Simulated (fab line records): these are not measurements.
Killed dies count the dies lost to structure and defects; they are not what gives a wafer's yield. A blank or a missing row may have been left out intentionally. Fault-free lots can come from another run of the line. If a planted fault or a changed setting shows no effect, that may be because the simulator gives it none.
Code-filled problem report in 8D (eight disciplines) form | flow n5-finfet | the parts of the form that need people (team, actions taken, sign-off) are left out

## 1. PROBLEM STATEMENT
Wafers without a fault read 41, standard deviation 10; killed-at-front-end at N5_PASSIVATION_PROBE_49 reads a mean of 179 on 3 wafers belonging to 2 lots. That puts it +14 standard deviations away from the usual mean.
First seen on wafer L329.2, day 20 04:26, on prober-02. At this step, 12 wafers from 4 lots have a number in the record. By rule, "out" or "out of limits" means more than 4 standard deviations away from the usual mean. Any other wafer with a number is counted as sound.

## 2. WHAT IT IS AND WHAT IT IS NOT
question                    | is                               | is not
which readings at this step | killed-at-front-end, killed-dies | killed_at_M0_to_M3, killed_at_M4_up, killed-at-contacts, killed-at-other, killed-open, killed-short
which lots                  | L329, L331                       | L317, L321
which wafers of those lots  | L329.2, L329.6, L331.1           | L329.4, L331.2, L331.5
read on which tools         | prober-01, prober-02             | -
when                        | from day 20 04:26                | up to then (6 sound wafers); but 3 sound wafers of L329, L331 came after

## 3. THE SUSPECTS, EACH WITH WHAT RULES IT OUT
Counting: a tool at a process step up to the reading stays a suspect if it ran every lot that is out. Sound lots after the first of them don't rule it out here, since some wafers of a struck lot are sound.
- rie-metal-02 at N5_GATE_CUT_VAPOR_ETCH_51 (etches HfO2 in BCl3/Cl2): kept. Ran every lot that is out, first one L329 (day 8 19:37); last sound lot up to then L321 (day 6 21:16).
- pvd-sputter-01 at N5_PASSIVATION_PRE_CLEAN_19: kept. It ran every lot that is out, first L329 (day 19 22:26).
- The sound lot-mates ran in chamber 0 of rie-metal-02 at N5_GATE_CUT_VAPOR_ETCH_51, but the wafers that are out ran in chamber 1.
What counting leaves: rie-metal-02 at N5_GATE_CUT_VAPOR_ETCH_51 and pvd-sputter-01 at N5_PASSIVATION_PRE_CLEAN_19.

## 4. THE CAUSE (what the simulator had put in)
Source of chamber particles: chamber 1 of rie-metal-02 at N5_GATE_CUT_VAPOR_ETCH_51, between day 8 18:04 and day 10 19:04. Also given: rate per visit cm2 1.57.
Counting leaves 2 suspects; this tool is one of them.

## 5. THE EFFECT CHAIN, in route order
Each row: a reading where the mean over the struck wafers with a number is more than 3 standard deviations away from the usual. Scope: only readings with a usual standard deviation given in the record; hours: median across lots of the time from each lot's start at the first step in this table that gives one to its start at this step; sigmas: change in usual standard deviations.
hours | step                    | reading             | usual | on struck wafers | change | sigmas
0     | N5_PASSIVATION_PROBE_49 | killed-at-front-end | 41    | 179              | +138   | +14
0     | N5_PASSIVATION_PROBE_49 | killed-dies         | 107   | 244              | +137   | +8.6
Here are the process steps it includes:
- N5_PASSIVATION_PROBE_49

## 6. WHAT WOULD HAVE CAUGHT IT SOONER
In this record no reading fell out of limits until day 20 04:26, 274 hours after the fault had begun at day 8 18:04.
An alarm limit of 4 standard deviations would not have fired on the tool readings at N5_GATE_CUT_VAPOR_ETCH_51 for which the record gives a usual standard deviation, since none of them was out on any struck wafer.
The start of N5_GATE_CUT_VAPOR_ETCH_51 on rie-metal-02 came by day 20 04:26 for every one of the lots that are out (2). Had the tool been put on hold then, not one of them would have been saved.
